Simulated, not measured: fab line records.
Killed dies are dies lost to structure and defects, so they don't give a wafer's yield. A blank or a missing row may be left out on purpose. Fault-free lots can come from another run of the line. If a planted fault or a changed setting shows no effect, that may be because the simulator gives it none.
Chamber matching / flow nand-harc / ald-sin-01 running NHARC_P_GATE_ALD_36: 4 sister chambers
The step deposits SiNx, target thk 20 nm, pulse time 60 s, ald cycles 223. 16 wafers are shown with their chamber, then 8 later ones without.

## WAFERS PAIRED WITH THEIR CHAMBERS
wafer=L074.1; chamber=0; heater-power-w (W)=887; precursor-pulse-height-rel=0.991
wafer=L074.2; chamber=3; heater-power-w (W)=876; precursor-pulse-height-rel=0.964
wafer=L074.5; chamber=2; heater-power-w (W)=900; precursor-pulse-height-rel=1.024
wafer=L077.3; chamber=3; heater-power-w (W)=865; precursor-pulse-height-rel=1.005
wafer=L077.1; chamber=1; heater-power-w (W)=764; precursor-pulse-height-rel=1.023
wafer=L077.2; chamber=2; heater-power-w (W)=884; precursor-pulse-height-rel=1.008
wafer=L080.2; chamber=0; heater-power-w (W)=900; precursor-pulse-height-rel=0.980
wafer=L080.1; chamber=2; heater-power-w (W)=883; precursor-pulse-height-rel=0.961
wafer=L080.4; chamber=3; heater-power-w (W)=872; precursor-pulse-height-rel=1.010
wafer=L083.2; chamber=2; heater-power-w (W)=894; precursor-pulse-height-rel=1.002
wafer=L083.1; chamber=3; heater-power-w (W)=855; precursor-pulse-height-rel=0.992
wafer=L083.4; chamber=3; heater-power-w (W)=888; precursor-pulse-height-rel=0.969
wafer=L088.3; chamber=2; heater-power-w (W)=924; precursor-pulse-height-rel=1.024
wafer=L088.6; chamber=0; heater-power-w (W)=890; precursor-pulse-height-rel=1.001
wafer=L088.5; chamber=1; heater-power-w (W)=760; precursor-pulse-height-rel=1.048
wafer=L089.2; chamber=1; heater-power-w (W)=752; precursor-pulse-height-rel=0.996

SIGNATURES (averages over the wafers above)
reading=heater-power-w; chamber 0=892.33; chamber 1=758.67; chamber 2=897.00; chamber 3=871.20; scatter within a chamber=12.5
reading=precursor-pulse-height-rel; chamber 0=0.99067; chamber 1=1.02233; chamber 2=1.00380; chamber 3=0.98800; scatter within a chamber=0.0223
Rule: a wafer's distance from a chamber is the root of the sum, over the readings, of the square of ((its reading less the chamber's mean) divided by the reading's scatter). The wafer belongs to the nearest chamber; if the next one is less than 2 further off, it can't be placed. The scatter: the root of (the sum of the squares of (reading less its chamber's mean) over the shown wafers, divided by (wafers less chambers)).

## WAFERS MISSING THEIR CHAMBER
wafer=L089.4; heater-power-w (W)=886; precursor-pulse-height-rel=1.019
wafer=L089.5; heater-power-w (W)=892; precursor-pulse-height-rel=0.992
wafer=L092.4; heater-power-w (W)=806; precursor-pulse-height-rel=1.015
wafer=L092.1; heater-power-w (W)=883; precursor-pulse-height-rel=1.001
wafer=L092.6; heater-power-w (W)=848; precursor-pulse-height-rel=1.008
wafer=L095.4; heater-power-w (W)=881; precursor-pulse-height-rel=0.977
wafer=L095.3; heater-power-w (W)=765; precursor-pulse-height-rel=1.000
wafer=L095.5; heater-power-w (W)=747; precursor-pulse-height-rel=0.996

## CHAMBER TAKEN BY EACH
wafer=L089.4; from the rows above=can't be placed: 2 or 0 or 3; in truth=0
wafer=L089.5; from the rows above=can't be placed: 0 or 2 or 3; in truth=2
wafer=L092.4; from the rows above=can't be placed: 1 or 3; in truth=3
wafer=L092.1; from the rows above=can't be placed: 0 or 3 or 2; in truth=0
wafer=L092.6; from the rows above=can't be placed: 3 or 0 or 2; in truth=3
wafer=L095.4; from the rows above=can't be placed: 3 or 0 or 2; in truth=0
wafer=L095.3; from the rows above=1; in truth=1
wafer=L095.5; from the rows above=1; in truth=1
Correct placement for 2 of the 8. Unplaceable from these rows: 6, with the true chamber sitting among the candidates in 6. 0 placed wrongly.
